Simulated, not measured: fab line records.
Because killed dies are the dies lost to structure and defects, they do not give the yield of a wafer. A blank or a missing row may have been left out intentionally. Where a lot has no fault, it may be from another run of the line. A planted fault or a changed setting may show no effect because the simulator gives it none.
fab line records	flow nand-harc
[record] lots = 24	wafers = 72	last-day = 24
route steps=1159 shown A_STAIRCASE@733 A_CONTACT@854
lots with no fault: from the same line, run without faults
start-h: hours from the record's opening day to when the first of the lot's shown wafers began	wait-h: time in hours since the lot's previous step	" unchanged from the row above	L1.1+2: a single row standing in for several wafers	- either no value or no given start	* or withheld: withheld	< > ~ a bound
route shown NAME@n: a module of which the file shows steps, and the number in the route of the first	usual: average and standard deviation across the fault-free wafers	same: alike in all rows	chamber/n: place in a boat	sites: per-site readings	_std_site: how widely they spread, as a standard deviation	_edge_site: outer sites' mean less inner sites'	radius-mm: for every site, how far away it sits from the centre of the wafer	mask NAME#n: copy n	behind: the most recent tool/chamber to have shaped the wafer	hold: why the lot was held/for how many hours/how that ended	device: transistor that didn't switch, given as n, p or np	end of line: tests run on the same wafers once the route is complete	for a step that has no rows: nothing shown but its recipe	killed: dies lost to structure and defects at the first sort, not the wafer's yield	map: the dies of a wafer, with x for killed, . for not killed, _ for no die there
set.NAME: the setting the step ran with; set.NAME@STEP: the setting that earlier step ran with	model.NAME: the simulator's own value behind a step, which no gauge read
route steps across a sampled set of lots; one table per step, one row per wafer
services: from which hour (start-h, from the record's first day; less than 0 if before it) a tool's chamber was out of use, for how many hours, and why
[[steps]]
[step NHARC_A_STAIRCASE_CMP_450]
[recipe] target-thk-nm = 200	material = SiO2
[usual] motor-current-A = 12.3/1.4
lot.wafer	tool	chamber	start-h	wait-h	motor-current-A
L075.1	cmp-01	1	306.20	-	15.4
L075.4	"	2	"	"	11.9
L075.5	"	0	"	"	12.8
L074.2	cmp-03	2	306.35	-	11.3
L074.1	"	0	"	"	11.0
L074.5	"	3	"	"	12.9
L077.4	cmp-01	0	319.60	-	13.3
L077.2	"	1	"	"	14.0
L077.6	"	0	"	"	13.3
L076.1	cmp-04	2	319.82	-	12.3
L076.4	"	3	"	"	10.8
L076.6	"	1	"	"	13.3
L080.3	cmp-03	1	329.52	-	11.2
L080.4	"	2	"	"	11.3
L080.5	"	1	"	"	11.2
L079.2	cmp-04	3	329.82	-	11.2
L079.6	"	3	"	"	10.0
L079.5	"	0	"	"	14.3
L078.1	cmp-01	1	330.04	-	14.3
L078.3	"	3	"	"	11.6
L078.5	"	2	"	"	12.6
L081.2	cmp-04	0	355.32	-	14.7
L081.5	"	0	"	"	14.9
L081.6	"	1	"	"	14.3
L082.1	cmp-01	0	355.58	-	13.2
L082.6	"	2	"	"	12.3
L082.5	"	3	"	"	12.2
L084.4	cmp-04	2	368.28	-	12.2
L084.3	"	3	"	"	11.4
L084.1	"	0	"	"	14.3
L083.1	cmp-03	0	368.84	-	10.8
L083.2	"	1	"	"	10.8
L083.3	"	3	"	"	12.1
L085.4	cmp-03	3	386.43	-	12.3
L085.6	"	2	"	"	11.2
L085.5	"	3	"	"	12.5
L086.1	cmp-03	0	386.77	-	10.6
L086.2	"	1	"	"	10.3
L086.3	"	3	"	"	12.6
L088.3	cmp-04	2	388.38	-	12.1
L088.5	"	2	"	"	11.9
L088.6	"	3	"	"	11.2
L091.1	cmp-01	2	399.26	-	12.0
L091.3	"	0	"	"	12.8
L091.5	"	2	"	"	12.5
L090.4	cmp-03	1	399.55	-	11.1
L090.5	"	3	"	"	12.7
L090.6	"	0	"	"	11.2
L087.1	cmp-03	2	405.39	-	11.0
L087.4	"	0	"	"	11.1
L087.6	"	2	"	"	11.1
L089.1	cmp-04	0	405.76	-	14.4
L089.3	"	2	"	"	11.8
L089.6	"	0	"	"	13.4
L093.1	cmp-04	2	412.43	-	12.9
L093.2	"	0	"	"	14.7
L093.6	"	3	"	"	10.9
L092.2	cmp-01	0	424.37	-	13.3
L092.6	"	3	"	"	11.3
L092.5	"	0	"	"	13.1
L096.4	cmp-04	3	441.26	-	10.7
L096.2	"	0	"	"	14.8
L096.3	"	2	"	"	12.4
L094.4	cmp-01	3	441.53	-	12.0
L094.3	"	0	"	"	13.6
L094.6	"	2	"	"	12.2
L095.1	cmp-03	0	442.09	-	10.5
L095.4	"	2	"	"	11.5
L095.2	"	3	"	"	12.6
L097.1	cmp-01	1	452.14	-	16.0
L097.4	"	3	"	"	11.5
L097.5	"	0	"	"	13.0
[step NHARC_A_STAIRCASE_CMP_472]
[recipe] material = SiO2
[usual] motor-current-A = 12.2/1.4
lot.wafer	tool	chamber	start-h	wait-h	motor-current-A
L075.1	cmp-03	0	307.65	0.2	10.5
L075.4	"	3	"	"	12.5
L075.5	"	1	"	"	10.9
L074.1	cmp-04	3	307.83	0.2	10.6
L074.2	"	2	"	"	12.8
L074.5	"	3	"	"	10.6
L077.4	cmp-01	3	321.07	0.2	11.0
L077.2	"	0	"	"	12.9
L077.6	"	2	"	"	12.2
L076.4	cmp-04	2	321.31	0.2	12.7
L076.1	"	3	"	"	10.9
L076.6	"	1	"	"	13.9
L080.3	cmp-01	2	331.04	0.2	12.4
L080.4	"	3	"	"	11.8
L080.5	"	3	"	"	11.7
L079.2	cmp-04	3	331.26	0.2	10.6
L079.5	"	3	"	"	10.8
L079.6	"	0	"	"	14.1
L078.1	cmp-01	2	331.54	0.2	11.9
L078.3	"	0	"	"	12.7
L078.5	"	1	"	"	15.0
L081.2	cmp-04	2	356.77	0.2	12.6
L081.6	"	2	"	"	11.7
L081.5	"	3	"	"	10.6
L082.1	cmp-04	1	357.03	0.2	13.4
L082.6	"	1	"	"	13.4
L082.5	"	2	"	"	12.3
L084.3	cmp-04	3	369.73	0.2	10.5
L084.4	"	0	"	"	14.8
L084.1	"	1	"	"	14.1
L083.3	cmp-03	1	370.32	0.2	11.7
L083.2	"	3	"	"	12.8
L083.1	"	0	"	"	10.5
L085.4	cmp-04	2	388.02	0.2	12.0
L085.6	"	1	"	"	13.3
L085.5	"	2	"	"	12.1
L086.3	cmp-03	3	388.26	0.3	12.4
L086.2	"	0	"	"	10.6
L086.1	"	1	"	"	11.1
L088.3	cmp-04	3	389.89	0.2	11.0
L088.5	"	2	"	"	11.7
L088.6	"	3	"	"	11.0
L091.1	cmp-03	1	400.99	0.3	11.1
L091.3	"	2	"	"	10.9
L091.5	"	1	"	"	10.7
L090.4	cmp-03	2	401.14	0.2	11.0
L090.5	"	1	"	"	11.1
L090.6	"	2	"	"	10.9
L087.1	cmp-04	1	407.05	0.2	13.3
L087.4	"	2	"	"	12.8
L087.6	"	0	"	"	15.2
L089.3	cmp-03	0	407.26	0.2	10.6
L089.1	"	2	"	"	11.0
L089.6	"	0	"	"	10.6
L093.1	cmp-04	3	414.05	0.2	11.3
L093.2	"	2	"	"	12.6
L093.6	"	3	"	"	11.2
L092.2	cmp-03	0	425.95	0.3	11.0
L092.6	"	3	"	"	13.0
L092.5	"	0	"	"	10.3
L096.4	cmp-01	1	442.83	0.2	14.5
L096.2	"	2	"	"	12.0
L096.3	"	3	"	"	11.8
L094.3	cmp-03	3	443.04	0.2	12.7
L094.4	"	2	"	"	11.5
L094.6	"	0	"	"	10.5
L095.1	cmp-04	1	443.62	0.2	13.2
L095.2	"	3	"	"	10.6
L095.4	"	0	"	"	14.1
L097.1	cmp-01	0	453.73	0.3	13.5
L097.4	"	1	"	"	14.6
L097.5	"	2	"	"	12.3
[step NHARC_A_CONTACT_CD_MEAS_42]
[recipe] target-cd-nm = 200	landing-energy-ev = 500
[usual] cd-nm = 199.8/0.47
lot.wafer	tool	chamber	start-h	wait-h	cd-nm
L075.1	cd-sem-01	0	366.57	-	199.6
L075.4	"	0	"	"	199.4
L075.5	"	0	"	"	199.4
L074.1	cd-sem-03	0	370.62	-	200.0
L074.2	"	0	"	"	199.0
L074.5	"	0	"	"	199.4
L077.2	cd-sem-03	0	380.75	-	199.8
L077.4	"	0	"	"	199.7
L077.6	"	0	"	"	199.6
L078.1	cd-sem-03	0	382.05	-	200.7
L078.3	"	0	"	"	200.5
L078.5	"	0	"	"	200.5
L079.2	cd-sem-03	0	386.01	-	199.2
L079.5	"	0	"	"	198.3
L079.6	"	0	"	"	200.0
L076.1	cd-sem-01	0	386.43	-	199.8
L076.4	"	0	"	"	199.6
L076.6	"	0	"	"	199.7
L080.3	cd-sem-01	0	390.60	-	199.8
L080.4	"	0	"	"	199.3
L080.5	"	0	"	"	198.9
L081.2	cd-sem-02	0	417.43	-	199.6
L081.5	"	0	"	"	199.9
L081.6	"	0	"	"	200.6
L082.1	cd-sem-02	0	418.08	-	200.5
L082.5	"	0	"	"	200.5
L082.6	"	0	"	"	200.7
L084.1	cd-sem-02	0	425.19	-	199.2
L084.3	"	0	"	"	199.5
L084.4	"	0	"	"	199.6
L083.1	cd-sem-02	0	428.74	-	199.9
L083.2	"	0	"	"	200.0
L083.3	"	0	"	"	200.3
L088.3	cd-sem-02	0	444.26	-	200.2
L088.5	"	0	"	"	200.3
L088.6	"	0	"	"	199.5
L086.1	cd-sem-02	0	445.40	-	200.3
L086.2	"	0	"	"	200.1
L086.3	"	0	"	"	200.8
L085.4	cd-sem-01	0	448.42	-	199.1
L085.5	"	0	"	"	199.6
L085.6	"	0	"	"	199.5
L091.1	cd-sem-03	0	456.86	-	199.3
L091.3	"	0	"	"	199.1
L091.5	"	0	"	"	199.7
L090.4	cd-sem-03	0	457.04	-	200.2
L090.5	"	0	"	"	199.5
L090.6	"	0	"	"	200.7
L087.1	cd-sem-01	0	461.05	-	199.8
L087.4	"	0	"	"	199.4
L087.6	"	0	"	"	200.0
L089.1	cd-sem-03	0	462.46	-	200.0
L089.3	"	0	"	"	200.6
L089.6	"	0	"	"	199.4
L093.1	cd-sem-01	0	472.11	-	199.8
L093.2	"	0	"	"	200.1
L093.6	"	0	"	"	200.0
L092.2	cd-sem-03	0	495.41	-	200.3
L092.5	"	0	"	"	200.4
L092.6	"	0	"	"	200.0
L095.1	cd-sem-03	0	498.75	-	200.2
L095.2	"	0	"	"	200.0
L095.4	"	0	"	"	200.0
L096.2	cd-sem-01	0	499.15	-	200.1
L096.3	"	0	"	"	200.0
L096.4	"	0	"	"	199.3
L094.3	cd-sem-02	0	508.67	-	199.5
L094.4	"	0	"	"	200.0
L094.6	"	0	"	"	200.1
L097.1	cd-sem-01	0	510.40	-	199.6
L097.4	"	0	"	"	199.7
L097.5	"	0	"	"	199.7
[step NHARC_A_CONTACT_ETCH_126]
[recipe] source-w = withheld	pressure-mtorr = 20	bias-v = 1200	time-s = 155	target-depth-a = 9560	ar-flow-sccm = withheld	c4f8-flow-sccm = withheld	o2-flow-sccm = withheld	chemistry = C4F8/O2/Ar
lot.wafer	tool	chamber	start-h	wait-h	rf-hours-counter-h
L075.1	har-cap-etch-03	1	375.13	0.1	82
L075.4	"	0	"	"	-
L075.5	"	0	"	"	-
L074.1	har-cap-etch-02	1	379.17	0.1	9
L074.2	"	0	"	"	9
L074.5	"	0	"	"	-
L077.2	har-cap-etch-01	0	390.69	0.1	60
L077.4	"	1	"	"	-
L077.6	"	0	"	"	-
L078.1	har-cap-etch-03	1	391.33	0.1	86
L078.3	"	0	"	"	-
L078.5	"	1	"	"	-
L079.2	har-cap-etch-01	0	395.27	0.2	61
L079.5	"	1	"	"	-
L079.6	"	0	"	"	-
L076.1	har-cap-etch-03	1	396.75	0.1	87
L076.4	"	1	"	"	-
L076.6	"	0	"	"	-
L080.4	har-cap-etch-03	0	399.94	0.1	-
L080.3	"	1	"	"	-
L080.5	"	0	"	"	-
L082.1	har-cap-etch-02	1	428.21	0.1	17
L082.5	"	0	"	"	-
L082.6	"	1	"	"	-
L081.2	har-cap-etch-01	1	428.59	0.1	65
L081.6	"	0	"	"	-
L081.5	"	1	"	"	-
L084.1	har-cap-etch-02	1	434.20	0.1	18
L084.4	"	1	"	"	-
L084.3	"	0	"	"	-
L083.2	har-cap-etch-02	0	437.72	0.1	20
L083.1	"	1	"	"	20
L083.3	"	0	"	"	-
L088.3	har-cap-etch-02	0	454.49	0.1	-
L088.6	"	1	"	"	-
L088.5	"	0	"	"	-
L086.1	har-cap-etch-01	0	454.81	0.1	69
L086.2	"	1	"	"	69
L086.3	"	0	"	"	-
L085.4	har-cap-etch-03	1	458.74	0.1	-
L085.5	"	1	"	"	-
L085.6	"	0	"	"	-
L091.1	har-cap-etch-01	0	466.53	0.1	73
L091.3	"	1	"	"	-
L091.5	"	0	"	"	-
L090.4	har-cap-etch-02	0	467.32	0.1	-
L090.6	"	1	"	"	-
L090.5	"	0	"	"	-
L087.1	har-cap-etch-03	1	469.77	0.2	99
L087.4	"	1	"	"	-
L087.6	"	1	"	"	-
L089.1	har-cap-etch-01	1	471.34	0.1	74
L089.3	"	1	"	"	-
L089.6	"	0	"	"	-
L093.1	har-cap-etch-01	1	483.66	0.1	76
L093.2	"	0	"	"	76
L093.6	"	0	"	"	-
L092.2	har-cap-etch-03	1	504.64	0.1	103
L092.5	"	0	"	"	-
L092.6	"	1	"	"	-
L095.2	har-cap-etch-01	1	507.78	0.1	78
L095.1	"	0	"	"	78
L095.4	"	1	"	"	-
L096.2	har-cap-etch-02	1	507.98	0.1	31
L096.3	"	0	"	"	-
L096.4	"	1	"	"	-
L094.3	har-cap-etch-02	0	518.06	0.1	-
L094.4	"	1	"	"	-
L094.6	"	0	"	"	-
L097.1	har-cap-etch-03	0	519.64	0.1	106
L097.4	"	0	"	"	-
L097.5	"	1	"	"	-
[step NHARC_A_CONTACT_ETCH_88]
[recipe] target-depth-a = 390	over-etch-frac = 0.3	time-s = 65	ion-energy-ev = 80	cf4-flow-sccm = 150	ar-flow-sccm = 0	rf-w = 300	bias-w = 100	chemistry = CF4
[usual] drypump-motor-current-A = 5.7/0.37	oes-product-au = 1.004/0.0076	rf-fwd-power-W = 297.4/1.4	rf-vpp-V = 151.1/1.2	showerhead-plenum-p-Torr = 1.76/0.085	throttle-valve-pct = 13.285/0.0086
lot.wafer	tool	chamber	start-h	wait-h	drypump-motor-current-A	oes-product-au	rf-fwd-power-W	rf-hours-counter-h	rf-vpp-V	showerhead-plenum-p-Torr	throttle-valve-pct
L075.1	rie-diel-13	0	380.12	0.1	5.5	1.011	298.7	33	152.1	1.75	13.276
L075.4	"	2	"	"	5.7	1.011	296.5	34	153.4	1.90	13.278
L075.5	"	0	"	"	5.4	1.009	297.5	-	150.4	1.75	13.294
L074.1	rie-diel-07	1	384.54	0.1	5.7	1.001	294.7	31	151.3	1.80	13.298
L074.2	"	3	"	"	6.1	1.004	297.2	29	149.7	1.65	13.289
L074.5	"	2	"	"	5.5	1.008	298.6	-	149.2	1.64	13.285
L078.3	rie-diel-07	0	396.45	0.1	5.0	1.002	296.9	30	151.6	1.86	13.283
L078.1	"	2	"	"	5.5	1.010	297.4	35	150.5	1.64	13.291
L078.5	"	1	"	"	5.7	0.998	295.9	-	151.3	1.80	13.293
L077.4	rie-diel-01	2	398.13	2.0	6.3	1.013	299.2	32	153.2	1.81	13.291
L077.2	"	3	"	"	5.5	0.998	298.8	33	150.3	1.77	13.289
L077.6	"	2	"	"	6.3	1.009	298.3	-	151.3	1.81	13.294
L079.2	rie-diel-07	2	402.90	0.1	5.5	1.000	298.1	36	149.7	1.64	13.287
L079.6	"	2	"	"	5.5	0.997	298.7	-	150.8	1.64	13.293
L079.5	"	3	"	"	6.1	0.991	298.8	-	149.2	1.65	13.289
L076.4	rie-diel-01	0	403.35	0.1	5.4	1.001	298.2	31	150.2	1.67	13.275
L076.1	"	2	"	"	6.3	1.010	298.2	34	151.9	1.81	13.288
L076.6	"	1	"	"	5.8	1.011	295.3	-	150.6	1.68	13.279
L080.4	rie-diel-01	0	406.00	0.1	5.4	1.003	298.1	32	149.8	1.67	13.288
L080.3	"	2	"	"	6.3	1.013	296.7	35	152.0	1.81	13.281
L080.5	"	1	"	"	5.8	1.006	295.9	-	152.5	1.68	13.282
L082.1	rie-diel-13	1	434.14	0.1	6.3	1.009	298.2	56	150.4	1.67	13.282
L082.5	"	2	"	"	5.6	1.008	295.8	-	153.5	1.89	13.282
L082.6	"	3	"	"	5.4	0.997	296.8	-	151.6	1.72	13.270
L081.2	rie-diel-01	0	434.32	0.1	5.4	1.010	300.2	42	149.4	1.67	13.286
L081.5	"	1	"	"	5.8	1.019	295.9	-	151.7	1.68	13.290
L081.6	"	2	"	"	6.3	1.014	300.0	-	151.4	1.81	13.294
L084.3	rie-diel-07	0	439.39	0.1	5.0	1.016	298.1	4	153.0	1.86	13.279
L084.4	"	2	"	"	5.5	0.988	297.5	4	152.0	1.91	13.285
L084.1	"	3	"	"	6.1	1.003	296.9	4	149.9	1.64	13.297
L083.2	rie-diel-07	3	443.05	0.1	6.1	1.021	297.5	4	148.5	1.64	13.292
L083.1	"	0	"	"	5.0	1.018	297.3	4	152.4	1.86	13.283
L083.3	"	2	"	"	5.5	1.004	298.6	4	150.1	1.91	13.264
L088.3	rie-diel-01	3	459.66	0.2	5.5	0.997	297.3	57	151.6	1.76	13.293
L088.5	"	0	"	"	5.4	1.001	298.5	-	148.9	1.67	13.298
L088.6	"	2	"	"	6.3	1.008	298.0	-	149.4	1.80	13.284
L086.3	rie-diel-01	2	460.63	0.4	6.3	1.012	296.4	54	152.3	1.80	13.281
L086.2	"	3	"	"	5.5	0.998	296.8	58	152.3	1.76	13.275
L086.1	"	0	"	"	5.4	0.996	298.3	53	149.6	1.66	13.296
L085.4	rie-diel-01	2	463.59	0.1	6.3	1.010	297.5	-	151.9	1.80	13.299
L085.5	"	3	"	"	5.5	1.006	295.5	-	151.8	1.76	13.297
L085.6	"	0	"	"	5.4	0.994	299.6	-	150.8	1.66	13.283
L091.1	rie-diel-01	2	473.48	0.1	6.3	1.014	299.3	57	151.7	1.80	13.283
L091.3	"	1	"	"	5.8	1.002	295.6	44	149.1	1.68	13.289
L091.5	"	2	"	"	6.3	1.006	298.4	-	151.5	1.80	13.282
L090.4	rie-diel-07	3	474.66	0.2	6.1	1.013	297.7	14	150.2	1.64	13.287
L090.5	"	0	"	"	5.0	1.014	298.8	-	152.7	1.86	13.275
L090.6	"	1	"	"	5.7	0.999	295.9	-	151.5	1.80	13.293
L087.4	rie-diel-13	3	475.52	0.1	5.4	1.001	296.2	5	152.8	1.72	13.290
L087.1	"	1	"	"	6.3	0.999	297.4	6	149.7	1.67	13.267
L087.6	"	3	"	"	5.4	0.990	296.8	-	150.2	1.72	13.290
L089.3	rie-diel-07	3	476.81	0.1	6.1	1.008	298.3	14	149.7	1.64	13.271
L089.1	"	0	"	"	5.0	1.018	297.6	14	153.2	1.86	13.272
L089.6	"	2	"	"	5.5	0.994	295.8	-	152.6	1.90	13.293
L093.2	rie-diel-01	1	491.53	0.1	5.8	1.003	295.9	50	149.8	1.68	13.307
L093.1	"	2	"	"	6.3	1.001	300.5	63	152.6	1.80	13.287
L093.6	"	1	"	"	5.8	1.014	295.3	-	151.6	1.68	13.287
L092.2	rie-diel-07	0	510.24	0.1	5.0	1.010	297.0	20	152.8	1.86	13.293
L092.5	"	3	"	"	6.1	0.992	299.0	-	148.6	1.64	13.289
L092.6	"	0	"	"	5.0	1.014	297.2	-	151.3	1.86	13.280
L095.4	rie-diel-13	3	513.13	0.1	5.4	0.992	298.1	19	150.9	1.71	13.282
L095.2	"	0	"	"	5.4	0.991	296.0	19	150.5	1.74	13.271
L095.1	"	2	"	"	5.6	1.014	295.5	19	151.9	1.88	13.280
L096.4	rie-diel-07	2	513.31	0.1	5.5	0.990	299.0	19	152.7	1.90	13.277
L096.3	"	0	"	"	5.0	0.998	298.2	21	152.6	1.86	13.280
L096.2	"	1	"	"	5.7	0.999	293.2	19	150.8	1.80	13.279
L094.4	rie-diel-01	1	523.02	0.1	5.8	0.991	296.0	7	151.2	1.68	13.300
L094.3	"	2	"	"	6.3	1.007	298.7	7	149.9	1.80	13.278
L094.6	"	1	"	"	5.8	1.001	296.5	-	150.0	1.68	13.274
L097.4	rie-diel-07	0	525.52	0.1	5.0	0.995	296.9	23	152.2	1.86	13.274
L097.1	"	2	"	"	5.5	1.007	298.7	21	152.9	1.90	13.279
L097.5	"	0	"	"	5.0	0.994	298.1	-	152.6	1.86	13.278
[step NHARC_A_CONTACT_ETCH_135]
[recipe] source-w = withheld	pressure-mtorr = 20	bias-v = 3000	time-s = 132	target-depth-a = 12870	ar-flow-sccm = withheld	c4f8-flow-sccm = withheld	o2-flow-sccm = withheld	chemistry = C4F8/O2/Ar
lot.wafer	tool	chamber	start-h	wait-h	rf-hours-counter-h
L075.1	har-cap-etch-01	1	381.22	0.2	58
L075.4	"	1	"	"	-
L075.5	"	1	"	"	-
L074.1	har-cap-etch-01	0	386.12	0.2	59
L074.2	"	1	"	"	59
L074.5	"	1	"	"	-
L078.1	har-cap-etch-02	0	397.62	0.2	14
L078.3	"	0	"	"	-
L078.5	"	0	"	"	-
L077.2	har-cap-etch-01	1	399.26	0.2	62
L077.4	"	1	"	"	-
L077.6	"	0	"	"	-
L079.2	har-cap-etch-02	1	404.02	0.2	15
L079.5	"	0	"	"	-
L079.6	"	1	"	"	-
L076.1	har-cap-etch-01	1	404.57	0.2	63
L076.4	"	0	"	"	-
L076.6	"	1	"	"	-
L080.3	har-cap-etch-03	1	407.32	0.2	-
L080.4	"	0	"	"	-
L080.5	"	1	"	"	-
L082.1	har-cap-etch-01	1	435.27	0.2	66
L082.5	"	0	"	"	-
L082.6	"	1	"	"	-
L081.2	har-cap-etch-03	1	435.65	0.2	93
L081.6	"	0	"	"	-
L081.5	"	1	"	"	-
L084.1	har-cap-etch-01	1	440.52	0.2	67
L084.4	"	0	"	"	-
L084.3	"	1	"	"	-
L083.2	har-cap-etch-03	1	444.26	0.2	93
L083.1	"	0	"	"	93
L083.3	"	0	"	"	-
L088.3	har-cap-etch-03	1	461.06	0.1	-
L088.6	"	0	"	"	-
L088.5	"	1	"	"	-
L086.2	har-cap-etch-02	0	461.89	0.2	25
L086.1	"	1	"	"	25
L086.3	"	0	"	"	-
L085.4	har-cap-etch-02	1	464.85	0.1	-
L085.6	"	1	"	"	-
L085.5	"	0	"	"	-
L091.1	har-cap-etch-03	0	474.99	0.2	100
L091.3	"	0	"	"	-
L091.5	"	1	"	"	-
L090.4	har-cap-etch-01	1	475.78	0.1	-
L090.5	"	1	"	"	-
L090.6	"	0	"	"	-
L087.1	har-cap-etch-02	0	477.47	0.2	29
L087.4	"	0	"	"	-
L087.6	"	0	"	"	-
L089.1	har-cap-etch-03	0	478.01	0.2	101
L089.3	"	1	"	"	-
L089.6	"	1	"	"	-
L093.2	har-cap-etch-02	1	492.73	0.2	29
L093.1	"	0	"	"	29
L093.6	"	1	"	"	-
L092.2	har-cap-etch-01	0	511.34	0.2	80
L092.6	"	0	"	"	-
L092.5	"	1	"	"	-
L095.2	har-cap-etch-03	0	514.28	0.2	105
L095.1	"	1	"	"	105
L095.4	"	0	"	"	-
L096.2	har-cap-etch-01	1	514.43	0.2	80
L096.3	"	0	"	"	-
L096.4	"	1	"	"	-
L094.4	har-cap-etch-01	1	525.46	0.1	-
L094.3	"	0	"	"	-
L094.6	"	0	"	"	-
L097.1	har-cap-etch-03	0	526.65	0.2	107
L097.4	"	1	"	"	-
L097.5	"	1	"	"	-
[[services]]
tool	chamber	start-h	hours	kind
cmp-04	-	283.57	0.9	repair
cmp-01	-	286.11	1.4	repair
cmp-04	-	301.08	4.0	pm
har-cap-etch-02	-	306.75	17.0	pm
cmp-01	-	319.85	0.5	repair
cmp-01	-	332.05	0.3	repair
cmp-04	-	334.06	3.1	repair
cmp-01	-	335.04	1.0	repair
cmp-03	-	341.71	1.4	repair
cmp-03	-	352.00	4.0	pm
cmp-01	-	363.92	5.2	repair
har-cap-etch-01	-	364.05	0.2	repair
cmp-01	-	375.51	4.0	pm
cmp-01	-	384.66	6.4	repair
cmp-04	-	399.08	4.0	pm
cmp-01	-	401.00	1.9	repair
cmp-01	-	448.42	0.7	repair
cmp-03	-	450.00	4.0	pm
cmp-04	-	453.42	0.5	repair
cmp-01	-	473.51	4.0	pm
cmp-03	-	485.20	2.5	repair
cmp-04	-	497.08	4.0	pm
cmp-04	-	510.21	12.7	repair
cmp-04	-	524.06	0.9	repair
[[key]]
fault none
